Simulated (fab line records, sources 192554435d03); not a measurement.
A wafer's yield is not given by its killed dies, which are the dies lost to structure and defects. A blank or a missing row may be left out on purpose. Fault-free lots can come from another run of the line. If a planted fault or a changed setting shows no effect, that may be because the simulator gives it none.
Lot-split experiment	flow n5Finfet	21 wafers read from 7 lots, route of 1938 steps

## ABOUT THE SPLIT
At N5_BEOL_M13_COAT_22 (resist thk 300 nm), the setting spinRpm was moved away from the recipe's 2888 rpm on 4 of the 21 wafers read, by -11.0% to -3.9%. The other wafers ran this setting at the recipe's value.

The split's own step is where the reading is taken.

## THE READING
coat_of_BEOL_M13_COAT_22.thkNm (the simulator's own value, which no gauge read), in nm, at N5_BEOL_M13_COAT_22 (resist thk 300 nm). The file does not state a usual value for it. Across the 17 wafers here that went through the recipe, the average is 300.2 nm and the standard deviation 1.2 nm.

wafer	tool, chamber at the split	spinRpm as run, rpm	against the recipe	coat_of_BEOL_M13_COAT_22.thkNm, nm	against lot-mates on the recipe
L074.2	lithoTrack-05, 0	2888	recipe	299.2	-
L074.5	lithoTrack-05, 0	2888	recipe	300.2	-
L074.6	lithoTrack-05, 0	2888	recipe	300.2	-
L076.2	lithoTrack-01, 0	2888	recipe	300.2	-
L076.3	lithoTrack-01, 0	2775	-3.9%	305.4	+5.2
L076.5	lithoTrack-01, 0	2775	-3.9%	305.6	+5.4
L078.1	lithoTrack-04, 0	2888	recipe	302.8	-
L078.2	lithoTrack-04, 0	2888	recipe	302	-
L078.6	lithoTrack-04, 0	2888	recipe	302.4	-
L085.4	lithoTrack-05, 0	2888	recipe	298.8	-
L085.5	lithoTrack-05, 0	2595	-10.1%	316.6	+17.4
L085.6	lithoTrack-05, 0	2888	recipe	299.6	-
L089.3	lithoTrack-04, 0	2888	recipe	299.6	-
L089.4	lithoTrack-04, 0	2888	recipe	300.4	-
L089.5	lithoTrack-04, 0	2888	recipe	300.8	-
L092.3	lithoTrack-05, 0	2888	recipe	299.4	-
L092.4	lithoTrack-05, 0	2888	recipe	299.6	-
L092.6	lithoTrack-05, 0	2888	recipe	298.8	-
L094.1	lithoTrack-04, 0	2888	recipe	299.8	-
L094.2	lithoTrack-04, 0	2888	recipe	298.8	-
L094.6	lithoTrack-04, 0	2569	-11.0%	318.2	+18.9

FIT RESULTS
A straight line over all 21 wafers: coat_of_BEOL_M13_COAT_22.thkNm changes by -1.6 nm for each +1% of spinRpm; r = -0.98; the points scatter about the line by 1.2 nm.
The same after taking each lot's own level away (the mean of its wafers on the recipe; 21 wafers): -1.68 nm for each +1%; r = -0.99; scatter 0.57 nm.
The reading moves by 19 nm for the largest change in spinRpm, on that fit.
Measured against the standard deviation above, the lots' own levels, which go from 299.20 to 302.40 nm, span 2.7 times it.
The two slopes agree, so the slope changes little with the lot-to-lot level.
Check: +18.1 nm against its lot-mates is what the line predicts for one of the wafers moved furthest among these (-11.0%) when that wafer is left out of the fit. It came out at +18.9 nm against them.

## THESE WAFERS: OTHER SPLITS
These wafers also went through other splits before the reading. Each is held against what the fit with the lots' levels taken away leaves over:
other split on the same wafers	wafers away from the commonest value	r with coat_of_BEOL_M13_COAT_22.thkNm (lot level and that fit taken away)
N5_BEOL_M9_ALD_74 aldCycles	8	+0.02
N5_BEOL_M10_VIA_ETCH_34 sourceW	9	+0.03
N5_BEOL_M10_ETCH_41 sourceW	8	-0.11
N5_BEOL_M12_COAT_04 spinRpm	10	-0.08
N5_BEOL_M12_PEB_08 pebTimeS	3	+0.58
N5_BEOL_M12_SPUTTER_44 timeS	6	+0.30

## FILE'S OWN FIT
coat_of_BEOL_M13_COAT_22.thkNm changes by -1.69 nm for each +1% of spinRpm, r = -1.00.
